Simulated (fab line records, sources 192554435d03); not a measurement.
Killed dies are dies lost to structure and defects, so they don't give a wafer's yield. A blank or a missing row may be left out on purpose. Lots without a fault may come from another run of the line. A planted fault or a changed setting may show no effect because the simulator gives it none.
Chamber matching | flow n5_finfet | N5_GATE_CUT_ETCH_37 on rie_diel-05: 4 sister chambers
The step etches SOC in N2/H2, target depth 60 nm, overetch 12 nm, time 90 s. 18 wafers are shown with their chamber, then 9 later ones without.

WAFERS WITH THEIR CHAMBER
wafer  | chamber | showerhead_plenum_p_Torr (Torr) | throttle_valve_pct (%) | drypump_motor_current_A (A)
L074.1 | 3       | 2.43                            | 17.67                  | 5.4
L074.4 | 1       | 2.60                            | 18.12                  | 6.2
L074.6 | 2       | 2.44                            | 17.96                  | 5.7
L075.1 | 2       | 2.44                            | 17.95                  | 5.7
L075.2 | 3       | 2.43                            | 17.66                  | 5.4
L075.3 | 0       | 2.64                            | 18.62                  | 5.0
L075.4 | 1       | 2.60                            | 18.12                  | 6.2
L075.5 | 0       | 2.64                            | 18.60                  | 5.0
L075.6 | 1       | 2.60                            | 18.10                  | 6.2
L078.1 | 3       | 2.43                            | 17.68                  | 5.4
L078.2 | 1       | 2.60                            | 18.14                  | 6.1
L078.4 | 0       | 2.64                            | 18.62                  | 4.9
L084.1 | 2       | 2.43                            | 18.00                  | 5.6
L084.3 | 1       | 2.59                            | 18.15                  | 6.2
L084.5 | 2       | 2.43                            | 17.98                  | 5.6
L085.2 | 2       | 2.43                            | 18.00                  | 5.7
L085.4 | 0       | 2.63                            | 18.64                  | 4.9
L085.6 | 0       | 2.63                            | 18.62                  | 5.0

SIGNATURES (means of the wafers above)
reading                  | chamber 0 | chamber 1 | chamber 2 | chamber 3 | scatter within a chamber
showerhead_plenum_p_Torr | 2.6360    | 2.5980    | 2.4340    | 2.4300    | 0.00478
throttle_valve_pct       | 18.6200   | 18.1260   | 17.9780   | 17.6700   | 0.0181
drypump_motor_current_A  | 4.960     | 6.180     | 5.660     | 5.400     | 0.0478
Rule: a wafer's distance from a chamber is the root of the sum, over the readings, of the square of ((its reading less the chamber's mean) divided by the reading's scatter). The wafer belongs to the nearest chamber; if the next one is less than 2 further off, it can't be placed. The scatter: the root of (the sum of the squares of (reading less its chamber's mean) over the shown wafers, divided by (wafers less chambers)).

WAFERS WITHOUT THEIR CHAMBER
wafer  | showerhead_plenum_p_Torr (Torr) | throttle_valve_pct (%) | drypump_motor_current_A (A)
L087.1 | 2.43                            | 18.00                  | 5.7
L087.2 | 2.63                            | 18.63                  | 4.9
L087.3 | 2.42                            | 17.70                  | 5.4
L087.4 | 2.59                            | 18.15                  | 6.2
L087.5 | 2.43                            | 18.01                  | 5.7
L087.6 | 2.59                            | 18.16                  | 6.2
L093.2 | 2.43                            | 18.02                  | 5.7
L093.4 | 2.42                            | 17.71                  | 5.3
L093.6 | 2.43                            | 18.03                  | 5.7

WHICH CHAMBER EACH WENT THROUGH
wafer  | from the rows above | in truth
L087.1 | 2                   | 2
L087.2 | 0                   | 0
L087.3 | 3                   | 3
L087.4 | 1                   | 1
L087.5 | 2                   | 2
L087.6 | 1                   | 1
L093.2 | 2                   | 2
L093.4 | 3                   | 3
L093.6 | 2                   | 2
Placed correctly: 9 of 9. Can't be placed from these rows: 0. Placed wrongly: 0.
